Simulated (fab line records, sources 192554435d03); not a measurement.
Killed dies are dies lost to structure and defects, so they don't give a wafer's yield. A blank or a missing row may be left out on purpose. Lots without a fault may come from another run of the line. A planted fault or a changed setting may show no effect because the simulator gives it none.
Split-lot experiment | flow n5_finfet | 7 lots, 21 wafers read, on a route of 1938 steps

THE SPLIT
At N5_BEOL_M0_ETCH_138 (etches SiCN in CH3F/O2, target depth 12 nm, time 31.6 s), the setting source_w was moved away from the recipe's 395 W on 6 of the 21 wafers read, by -8.1% to +15.2%. The other wafers ran this setting at the recipe's value.

The reading is taken at the split's own step.

THE READING
rf_vpp_V, in V, at N5_BEOL_M0_ETCH_138 (etches SiCN in CH3F/O2, target depth 12 nm, time 31.6 s). Fault-free wafers of this fab line usually give 298.2 V, standard deviation 1.4 V.

wafer  | tool, chamber at the split | source_w as run, W | against the recipe | rf_vpp_V, V | against lot-mates on the recipe
L079.1 | rie_diel-02, 0             | 395                | recipe             | 297.9       | -
L079.3 | rie_diel-02, 2             | 395                | recipe             | 295.1       | -
L079.5 | rie_diel-02, 0             | 395                | recipe             | 299.3       | -
L082.2 | rie_diel-05, 1             | 395                | recipe             | 295.4       | -
L082.4 | rie_diel-05, 3             | 370.6              | -6.2%              | 305.1       | +9.7
L082.5 | rie_diel-05, 1             | 395                | recipe             | 295.4       | -
L087.1 | rie_diel-02, 3             | 395                | recipe             | 298.7       | -
L087.3 | rie_diel-02, 1             | 395                | recipe             | 296.3       | -
L087.4 | rie_diel-02, 1             | 395                | recipe             | 296.2       | -
L091.3 | rie_diel-02, 3             | 363                | -8.1%              | 308.7       | +9.5
L091.4 | rie_diel-02, 1             | 363                | -8.1%              | 304.3       | +5.1
L091.5 | rie_diel-02, 2             | 395                | recipe             | 299.2       | -
L093.1 | rie_diel-05, 1             | 395                | recipe             | 296.0       | -
L093.2 | rie_diel-05, 0             | 395                | recipe             | 299.3       | -
L093.4 | rie_diel-05, 2             | 395                | recipe             | 298.4       | -
L094.1 | rie_diel-02, 3             | 455.2              | +15.2%             | 285.1       | -14.2
L094.2 | rie_diel-02, 2             | 395                | recipe             | 299.4       | -
L094.6 | rie_diel-02, 0             | 395                | recipe             | 299.3       | -
L096.2 | rie_diel-05, 3             | 433.3              | +9.7%              | 289.4       | -7.8
L096.4 | rie_diel-05, 0             | 433.3              | +9.7%              | 289.5       | -7.7
L096.5 | rie_diel-05, 1             | 395                | recipe             | 297.2       | -

THE FIT
A straight line over all 21 wafers: rf_vpp_V changes by -0.921 V for each +1% of source_w; r = -0.95; the points scatter about the line by 1.7 V.
The same after taking each lot's own level away (the mean of its wafers on the recipe; 21 wafers): -0.931 V for each +1%; r = -0.96; scatter 1.6 V.
On that fit, the largest move of source_w shifts the reading by 14 V.
The lots' own levels span 295.40 to 299.35 V, that is 2.8 times the standard deviation above.
So the lot-to-lot level changes the slope little: the two slopes agree.
Check: with one of the wafers moved furthest among these (+15.2%) left out of the fit, the line predicts -13.7 V for it against its lot-mates. It came out at -14.2 V against them.
Tool readings at the split's step, against how far the setting was moved: rf_vpp_V r = -0.95.

OTHER SPLITS ON THESE WAFERS
These wafers also went through other splits before the reading. Each is held against what the fit with the lots' levels taken away leaves over:
other split on the same wafers         | wafers away from the commonest value | r with rf_vpp_V (lot level and that fit taken away)
N5_MOL_CONTACT_COAG_EXPOSE_37 dose_mj  | 10                                   | +0.04
N5_MOL_CONTACT_COAG_ALD_133 ald_cycles | 8                                    | +0.00
N5_BEOL_M0_SAQP_ETCH_107 source_w      | 6                                    | -0.10
N5_BEOL_M0_CUTY_ETCH_63 source_w       | 7                                    | -0.50

THE FILE'S OWN FIT
rf_vpp_V changes by -0.954 V for each +1% of source_w, r = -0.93.
